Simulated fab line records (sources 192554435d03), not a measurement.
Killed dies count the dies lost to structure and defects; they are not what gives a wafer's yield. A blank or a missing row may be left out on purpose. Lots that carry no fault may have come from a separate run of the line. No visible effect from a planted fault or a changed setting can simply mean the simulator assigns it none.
Chamber matching -- flow n5_finfet -- N5_SD_EPI_P_ETCH_47 on rie_diel-02: 4 sister chambers
The step etches SiOCN in CH3F/O2, target depth 25 nm. 4 wafers are shown with their chamber, then 9 later ones without.

WAFERS, EACH WITH ITS CHAMBER
wafer,chamber,showerhead_plenum_p_Torr (Torr)
L085.1,0,2.01
L087.2,3,1.92
L087.3,2,1.98
L087.4,1,2.07

WAFERS WITH NO CHAMBER GIVEN
wafer,showerhead_plenum_p_Torr (Torr)
L092.1,1.98
L092.2,2.07
L092.3,1.92
L094.2,1.98
L094.3,1.92
L094.4,2.00
L096.2,2.07
L096.3,2.00
L096.5,1.98

WHICH CHAMBER EACH WENT THROUGH
wafer,from the rows above,in truth
L092.1,2,2
L092.2,1,1
L092.3,3,3
L094.2,2,2
L094.3,3,3
L094.4,0,0
L096.2,1,1
L096.3,0,0
L096.5,2,2
Correctly placed: 9 of 9. Number that these rows cannot place: 0. Number placed wrongly: 0.
How it was worked out, from the rows above alone: a wafer's distance from a chamber is the root of the sum, over the readings, of the square of ((its reading less the chamber's mean) divided by the reading's scatter). The wafer belongs to the nearest chamber; if the next one is less than 2 further off, it can't be placed. For every chamber, the mean is computed from those of its wafers that are shown. The scatter: with one shown wafer a chamber, the root of the mean of the squares of how far each hidden wafer lies from its nearest shown one.
